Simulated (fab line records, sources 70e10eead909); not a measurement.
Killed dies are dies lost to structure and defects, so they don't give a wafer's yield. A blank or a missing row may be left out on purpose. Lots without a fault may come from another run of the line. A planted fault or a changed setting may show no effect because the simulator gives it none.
fab line records | flow nand_harc
record lots=5 wafers=15 last_day=23
route steps=1159 shown P_ZERO_WELL@14 END@1159
lots that met no fault: from a run of the same line without faults
start_h: hours from the record's first day to the start of the lot's first wafer shown | wait_h: hours since the lot's step before | " the same as in the row above | L1.1+2: a row that stands for several wafers | - no value, or no start given | * or withheld: withheld | < > ~ a bound
route shown NAME@n: a module of which the file shows steps, and the number in the route of the first | usual: mean/standard deviation of fault-free wafers | same: alike in all rows | chamber/n: place in a boat | sites: the reading at each site | _std_site: their standard deviation | _edge_site: outer sites' mean less inner sites' | radius_mm: how far each site lies from the wafer's centre | mask NAME#n: copy n | behind: the tool/chamber that last shaped the wafer | hold: why the lot was held/for how many hours/how that ended | device: the transistor (n, p or np) that didn't switch | end of line: the same wafers' tests at the end of the route | a step without rows: its recipe alone | killed: dies lost to structure and defects at the first sort, not the wafer's yield | map: a wafer's dies, x killed, . not, _ none there
set.NAME: the setting as run; set.NAME@STEP: as run at that earlier step | model.NAME: the simulator's own value behind a step, which no gauge read
lots at some steps of the route; a table a step, a row a wafer
services: from which hour (start_h, from the record's first day; less than 0 if before it) a tool's chamber was out of use, for how many hours, and why
## steps
# step NHARC_P_ZERO_WELL_CD_MEAS_11
# recipe target_cd_nm=500 landing_energy_ev=500
# usual cd_nm=499.8/1.4
# columns lot.wafer tool chamber start_h wait_h cd_nm
L684.1 cd_sem-03 0 31.24 - 500.3
L684.2 " 0 " " 498.2
L684.5 " 0 " " 500.9
L694.2 cd_sem-03 0 91.13 - 500.0
L694.3 " 0 " " 499.8
L694.6 " 0 " " 499.6
L697.2 cd_sem-02 0 109.25 - 499.4
L697.4 " 0 " " 499.2
L697.5 " 0 " " 499.1
L699.1 cd_sem-02 0 121.25 - 501.0
L699.4 " 0 " " 499.9
L699.5 " 0 " " 500.4
L700.1 cd_sem-01 0 127.11 - 498.9
L700.5 " 0 " " 500.0
L700.6 " 0 " " 499.7
# step NHARC_P_ZERO_WELL_HARDBAKE_12
# recipe temp_c=118 time_s=65
# step NHARC_P_ZERO_WELL_DESCUM_13
# recipe time_s=3 o2_flow_sccm=200 ar_flow_sccm=0 bias_power_w=0 chemistry=O2
# usual drypump_motor_current_A=5.8/0.33 mfc_ar_sccm=0.011/0.016 oes_product_au=1.001/0.0078 rf_vpp_V=57.8/0.76 showerhead_plenum_p_Torr=1.91/0.088 throttle_valve_pct=11.313/0.0097
# same bias_power_w=0
# columns lot.wafer tool chamber start_h wait_h drypump_motor_current_A mfc_ar_sccm oes_product_au rf_hours_counter_h rf_vpp_V showerhead_plenum_p_Torr throttle_valve_pct
L684.1 rie_diel-11 1 31.40 - 6.3 0 1.008 0.6 57.1 1.84 11.333
L684.2 " 2 " " 5.9 0 1.022 0.6 57.3 2.02 11.318
L684.5 " 1 " " 6.3 0 1.011 - 57.6 1.84 11.314
L694.2 rie_diel-05 1 91.30 - 5.1 0 0.996 6.8 56.5 1.80 11.331
L694.3 " 2 " " 6.0 0 0.994 6.7 58.0 1.92 11.314
L694.6 " 0 " " 5.8 0.007 0.988 - 57.9 1.85 11.300
L697.4 rie_diel-10 2 109.40 - 6.0 0 0.992 6.5 56.2 1.84 11.308
L697.2 " 0 " " 5.8 0 1.004 6.8 58.8 2.01 11.304
L697.5 " 2 " " 6.0 0 0.998 - 57.6 1.84 11.299
L699.4 rie_diel-11 2 121.41 - 5.9 0 1.000 6.3 57.2 2.02 11.311
L699.1 " 0 " " 6.1 0.005 1.006 6.8 57.6 1.90 11.311
L699.5 " 2 " " 5.9 0 1.005 - 57.9 2.02 11.320
L700.1 rie_diel-05 3 127.28 - 5.7 0.016 0.988 7.1 58.4 2.06 11.332
L700.5 " 1 " " 5.0 0 0.995 - 58.6 1.80 11.309
L700.6 " 2 " " 6.0 0 1.005 - 58.6 1.92 11.307
# step NHARC_P_ZERO_WELL_ETCH_65
# recipe target_depth_a=800 overetch_a=240 time_s=87.88 ion_energy_ev=200 n2_flow_sccm=150 h2_flow_sccm=150 ar_flow_sccm=0 rf_w=400 bias_w=150 chemistry=N2/H2
# usual drypump_motor_current_A=5.8/0.35 h2_flow_sccm=150.1/0.46 mfc_ar_sccm=0.011/0.015 oes_product_au=1.001/0.0088 rf_fwd_power_W=397.4/1.4 rf_vpp_V=430.7/2.8 showerhead_plenum_p_Torr=2.04/0.096 throttle_valve_pct=14.171/0.0085
# columns lot.wafer tool chamber start_h wait_h drypump_motor_current_A h2_flow_sccm mfc_ar_sccm oes_product_au rf_fwd_power_W rf_hours_counter_h rf_vpp_V showerhead_plenum_p_Torr throttle_valve_pct
L684.1 rie_diel-11 0 31.49 0.1 6.1 150.4 0.005 1.001 397.9 0.4 430.9 2.02 14.162
L684.2 " 1 " " 6.2 149.7 0 1.011 398.2 0.6 426.7 1.96 14.188
L684.5 " 3 " " 6.1 149.5 0.039 0.993 395.4 - 434.0 2.12 14.184
L694.3 rie_diel-05 3 91.37 0.1 5.6 150.4 0.016 0.976 398.1 5.1 435.6 2.20 14.184
L694.2 " 0 " " 5.8 150.1 0.007 0.993 397.2 6.4 429.5 1.97 14.176
L694.6 " 3 " " 5.6 149.5 0.016 0.983 398.2 - 434.4 2.20 14.162
L697.4 rie_diel-10 1 109.49 0.1 5.2 149.8 0.019 1.009 397.8 7.3 431.6 2.08 14.151
L697.2 " 3 " " 6.0 149.6 0.045 1.004 398.7 6.3 425.3 1.91 14.169
L697.5 " 0 " " 5.8 149.8 0 1.007 399.1 - 433.8 2.14 14.169
L699.4 rie_diel-11 2 121.49 0.1 5.9 150.0 0 1.002 399.0 6.3 434.3 2.16 14.173
L699.1 " 3 " " 6.1 150.1 0.039 1.003 395.3 7.6 433.5 2.12 14.178
L699.5 " 2 " " 5.9 150.3 0 1.009 398.6 - 433.4 2.16 14.168
L700.1 rie_diel-05 1 127.36 0.1 5.1 150.9 0 1.000 397.5 8.7 428.0 1.92 14.164
L700.6 " 0 " " 5.8 150.4 0.007 0.991 397.6 - 428.9 1.97 14.164
L700.5 " 1 " " 5.1 151.1 0 0.995 396.6 - 427.4 1.92 14.173
# step NHARC_P_ZERO_WELL_ETCH_62
# recipe target_depth_a=130 time_s=6.5 chf3_flow_sccm=50 ar_flow_sccm=200 rf_w=500 bias_w=200 chemistry=CHF3/Ar
# usual chf3_flow_sccm=49.99/0.16 drypump_motor_current_A=5.8/0.33 mfc_ar_sccm=200.0/0.57 oes_product_au=0.962/0.013 rf_fwd_power_W=488.7/2.2 rf_vpp_V=370.9/2.4 showerhead_plenum_p_Torr=2.36/0.1 throttle_valve_pct=20.217/0.009
# columns lot.wafer tool chamber start_h wait_h chf3_flow_sccm drypump_motor_current_A mfc_ar_sccm oes_product_au rf_fwd_power_W rf_hours_counter_h rf_vpp_V showerhead_plenum_p_Torr throttle_valve_pct
L684.1 rie_diel-11 3 - - 50.23 6.1 200.0 0.975 486.1 0.5 373.4 2.43 20.209
L684.2 " 0 " " 50.18 6.1 199.9 0.980 489.0 0.5 369.7 2.32 20.220
L684.5 " 3 " " 50.26 6.1 199.7 0.968 486.6 - 372.5 2.43 20.212
L694.2 rie_diel-05 1 - - 50.09 5.1 200.0 0.981 488.7 6.8 368.1 2.21 20.214
L694.3 " 3 " " 49.88 5.7 200.5 0.953 488.7 5.2 373.1 2.51 20.215
L694.6 " 0 " " 50.08 5.8 199.5 0.952 486.0 - 369.7 2.27 20.234
L697.2 rie_diel-10 1 - - 50.25 5.2 199.3 0.955 485.9 7.3 371.5 2.39 20.216
L697.4 " 3 " " 49.95 6.0 199.2 0.936 493.3 6.3 367.5 2.20 20.209
L697.5 " 1 " " 50.17 5.2 198.8 0.955 484.6 - 371.9 2.39 20.206
L699.4 rie_diel-11 0 - - 50.19 6.0 200.0 0.963 489.7 6.9 370.4 2.32 20.217
L699.1 " 3 " " 50.24 6.1 200.2 0.947 488.3 7.6 373.3 2.43 20.213
L699.5 " 1 " " 49.90 6.3 199.9 0.955 491.7 - 369.4 2.25 20.224
L700.1 rie_diel-05 2 - - 50.02 6.1 200.6 0.961 486.6 8.9 372.5 2.35 20.221
L700.6 " 2 " " 49.82 6.0 199.8 0.962 488.6 - 371.3 2.35 20.212
L700.5 " 3 " " 49.85 5.7 199.8 0.975 489.4 - 374.4 2.51 20.205
# step NHARC_P_ZERO_WELL_ETCH_63
# recipe target_depth_a=1200 time_s=40.1 hbr_flow_sccm=150 cl2_flow_sccm=50 rf_w=400 icp_w=400 bias_w=100 chemistry=HBr/Cl2
# usual drypump_motor_current_A=5.8/0.64 mfc_cl2_sccm=49.99/0.15 oes_product_au=0.999/0.0067 rf_fwd_power_W=395.2/2.1 throttle_valve_pct=26.405/0.0089
# columns lot.wafer tool chamber start_h wait_h drypump_motor_current_A mfc_cl2_sccm oes_product_au rf_fwd_power_W rf_hours_counter_h throttle_valve_pct
L684.1 rie_si-05 0 31.66 - 6.8 49.90 1.000 395.5 0.9 26.404
L684.2 " 2 " " 6.1 50.04 1.004 397.9 1.1 26.396
L684.5 " 2 " " 6.0 49.88 1.005 397.6 - 26.397
L694.2 rie_si-05 0 91.54 - 6.8 49.89 1.002 398.4 0.1 26.401
L694.3 " 1 " " 6.5 50.16 1.004 396.2 0.1 26.389
L694.6 " 1 " " 6.5 50.09 0.993 396.2 - 26.414
L697.2 rie_si-03 0 109.67 - 5.7 50.14 1.004 390.7 1.1 26.397
L697.4 " 1 " " 5.6 49.91 1.001 394.6 0.8 26.398
L697.5 " 0 " " 5.7 50.07 0.994 392.7 - 26.412
L699.1 rie_si-03 1 121.68 - 5.5 50.15 0.997 395.3 1.0 26.394
L699.4 " 2 " " 4.9 49.99 0.984 398.3 1.3 26.395
L699.5 " 0 " " 5.7 49.92 1.000 390.6 - 26.411
L700.1 rie_si-05 1 127.54 - 6.6 49.96 0.998 395.6 0.4 26.425
L700.5 " 0 " " 6.8 50.14 0.995 396.3 - 26.414
L700.6 " 1 " " 6.5 50.04 0.998 396.1 - 26.392
# step NHARC_P_ZERO_WELL_STRIP_15
# recipe time_s=900 temp_c=130 chemistry=SPM
# step NHARC_P_ZERO_WELL_DEHYDRATE_16
# recipe temp_c=150 time_s=120
# step NHARC_P_ZERO_WELL_HMDS_17
# recipe time_s=30
# step NHARC_P_ZERO_WELL_COAT_18
# recipe spin_rpm=withheld
# step NHARC_P_ZERO_WELL_SOFTBAKE_19
# recipe temp_c=122 time_s=95
# step NHARC_P_ZERO_WELL_EBR_20
# step NHARC_P_ZERO_WELL_EXPOSE_21
# recipe na=0.6 target_cd_nm=720 dose_mj=22.31 mask_id=P_NWELL
# columns lot.wafer tool chamber start_h wait_h mask
L684.1+2+5 krf_scanner-02 0 32.46 - P_HVPW#0
L694.2+3+6 krf_scanner-02 0 92.31 - P_NWELL#0
L697.2+4+5 krf_scanner-04 0 110.43 - P_NWELL#0
L699.1+4+5 krf_scanner-02 0 122.44 - P_NWELL#0
L700.1+5+6 krf_scanner-02 0 128.17 - P_NWELL#0
# step NHARC_P_ZERO_WELL_PEB_22
# recipe peb_temp_c=118 peb_time_s=85
# step NHARC_P_ZERO_WELL_DEVELOP_23
# recipe time_s=70
# step NHARC_P_ZERO_WELL_CD_MEAS_24
# recipe target_cd_nm=720 landing_energy_ev=500
# usual cd_nm=720.4/1.2
# columns lot.wafer tool chamber start_h wait_h cd_nm
L684.1 cd_sem-02 0 32.62 - -
L684.2 " 0 " " -
L684.5 " 0 " " -
L694.2 cd_sem-03 0 92.47 - 719.6
L694.3 " 0 " " 718.9
L694.6 " 0 " " 719.0
L697.2 cd_sem-02 0 110.59 - 720.9
L697.4 " 0 " " 721.3
L697.5 " 0 " " 720.5
L699.1 cd_sem-03 0 122.59 - 720.9
L699.4 " 0 " " 720.9
L699.5 " 0 " " 723.2
L700.1 cd_sem-01 0 128.33 - 721.2
L700.5 " 0 " " 720.6
L700.6 " 0 " " 720.3
# step NHARC_P_ZERO_WELL_HARDBAKE_25
# recipe temp_c=125 time_s=80
# step NHARC_END_SORT_01
# recipe temp_c=25
# usual killed_at_array=27/11 killed_at_other=0.7/0.93 killed_at_periphery=2.9/1.9 killed_dies=30/11 killed_open=3.1/1.7 killed_short=1.9/1.3
# same gross_dies=677
# columns lot.wafer tool chamber start_h wait_h killed_at_array killed_at_other killed_at_periphery killed_dies killed_open killed_short
L684.1 prober-01 0 436.50 2.5 18 1 658 677 4 4
L684.2 prober-01 0 437.31 2.8 14 0 663 677 2 0
L684.5 prober-01 0 439.73 3.7 14 0 663 677 5 4
# killed by level:class
L684.1 P_ZERO_WELL:area_expose=651 A_WL_FILL:chamber_film_flake=4 P_ZERO_WELL:chamber_film_flake=3 A_STAIRCASE:chamber_film_flake=3 A_CONTACT:chamber_film_flake=3 A_CHANNEL_HOLE_D1:chamber_film_flake=2 P_GATE:geometric_particle:open=1 P_M0:geometric_particle:open=1
L684.2 P_ZERO_WELL:area_expose=662 A_STAIRCASE:chamber_film_flake=6 A_CHANNEL_HOLE_D1:chamber_film_flake=2 A_SOURCE_PLATE:geometric_particle:open=1 A_CONTACT:geometric_particle:open=1 P_STI:chamber_film_flake=1 A_CHANNEL_FILL_D1:chamber_film_flake=1 A_SLIT:chamber_film_flake=1
L684.5 P_ZERO_WELL:area_expose=655 P_ZERO_WELL:chamber_film_flake=5 A_STAIRCASE:chamber_film_flake=3 A_CONTACT:geometric_particle:open=2 A_CHANNEL_HOLE_D1:chamber_film_flake=2 A_CONTACT:chamber_film_flake=2 P_GATE:geometric_particle:short=1 P_M0:geometric_particle:open=1
# map L684.1 (x killed, . not)
____________x____________
_________xxxxxxx_________
_______xxxxxxxxxxx_______
______xxxxxxxxxxxxx______
_____xxxxxxxxxxxxxxx_____
____xxxxxxxxxxxxxxxxx____
____xxxxxxxxxxxxxxxxx____
___xxxxxxxxxxxxxxxxxxx___
___xxxxxxxxxxxxxxxxxxx___
__xxxxxxxxxxxxxxxxxxxxx__
__xxxxxxxxxxxxxxxxxxxxx__
_xxxxxxxxxxxxxxxxxxxxxxx_
_xxxxxxxxxxxxxxxxxxxxxxx_
_xxxxxxxxxxxxxxxxxxxxxxx_
_xxxxxxxxxxxxxxxxxxxxxxx_
_xxxxxxxxxxxxxxxxxxxxxxx_
xxxxxxxxxxxxxxxxxxxxxxxxx
xxxxxxxxxxxxxxxxxxxxxxxxx
xxxxxxxxxxxxxxxxxxxxxxxxx
xxxxxxxxxxxxxxxxxxxxxxxxx
xxxxxxxxxxxxxxxxxxxxxxxxx
_xxxxxxxxxxxxxxxxxxxxxxx_
_xxxxxxxxxxxxxxxxxxxxxxx_
_xxxxxxxxxxxxxxxxxxxxxxx_
_xxxxxxxxxxxxxxxxxxxxxxx_
_xxxxxxxxxxxxxxxxxxxxxxx_
__xxxxxxxxxxxxxxxxxxxxx__
__xxxxxxxxxxxxxxxxxxxxx__
___xxxxxxxxxxxxxxxxxxx___
___xxxxxxxxxxxxxxxxxxx___
____xxxxxxxxxxxxxxxxx____
____xxxxxxxxxxxxxxxxx____
_____xxxxxxxxxxxxxxx_____
______xxxxxxxxxxxxx______
_______xxxxxxxxxxx_______
_________xxxxxxx_________
____________x____________
# map L700.5 (x killed, . not)
____________.____________
_________......._________
_______..........._______
______.............______
_____....x.........._____
____.................____
____.................____
___...................___
___...................___
__.....................__
__.........x...........__
_...........x..........._
_.......x.x............._
_.......x.x............._
_...x...x.xx.x.........._
_....x.x.xx...x.....x..._
.........xxx.............
...x.....x...............
.........x..xx...........
..x.................x....
x.xx....x....x...........
_xxxx..................._
_xx.x..................._
_.xx...................x_
_xxxx..................._
_......................._
__.....................__
__..............x..x...__
___...................___
___...................___
____..............x..____
____...............x.____
_____..............._____
______....x.......x______
_______..........._______
_________......._________
____________.____________
## services
# columns tool chamber start_h hours kind
rie_diel-11 - 12.59 9.0 pm
rie_diel-11 0 12.59 9.0 vent_cycle
rie_diel-11 1 12.59 9.0 vent_cycle
rie_diel-11 2 12.59 9.0 vent_cycle
rie_diel-11 3 12.59 9.0 vent_cycle
rie_diel-10 1 17.22 1.5 repair
rie_si-03 1 19.30 12.7 repair
rie_diel-05 0 20.14 - clean
rie_diel-05 1 20.14 - clean
rie_diel-05 2 20.14 - clean
rie_diel-05 3 20.14 - clean
rie_si-05 3 30.81 22.5 repair
krf_scanner-02 - 38.00 4.0 pm
rie_diel-05 3 44.58 7.6 repair
rie_diel-11 0 58.41 2.0 repair
rie_si-05 - 62.00 9.0 pm
rie_diel-10 2 72.20 15.8 repair
rie_si-05 - 86.05 0.8 repair
krf_scanner-02 - 94.89 2.5 repair
rie_diel-11 2 94.90 7.3 repair
rie_diel-10 3 102.31 4.6 repair
krf_scanner-02 - 105.24 1.7 repair
rie_diel-10 - 118.42 4.4 repair
krf_scanner-04 - 126.00 4.0 pm
## key
first_sign step=NHARC_P_ZERO_WELL_EXPOSE_21 reading=mask direction=changed
effect step=NHARC_P_ZERO_WELL_CD_MEAS_24 reading=cd_nm direction=missing
effect step=NHARC_END_SORT_01 reading=killed_at_periphery direction=up sigmas=99+ usual=2.9 struck=661.3
more_kills_born_at NHARC_P_ZERO_WELL_EXPOSE_21@krf_scanner-02=1968
met_at NHARC_P_ZERO_WELL_EXPOSE_21
struck_wafers L684.1,L684.2,L684.5
later_rows_left_out L684.1,L684.2,L684.5
tester_left_out L684
fault kind=wrong_mask tool=any chamber=- onset_h=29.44 steps=NHARC_P_ZERO_WELL_EXPOSE_21 aux_copy=P_HVPW#0 scope=struck_lots_only
# tester_left_out: of these lots the tester's yield and bins aren't shown, on N5 and GAA mostly nor the transistor test; their killed dies are dies lost to structure and defects alone, not to doping, threshold or leakage, so they don't give the yield
# later_rows_left_out: the simulator's readings of these wafers behind a module that went badly wrong aren't trusted and aren't shown, but for the sort
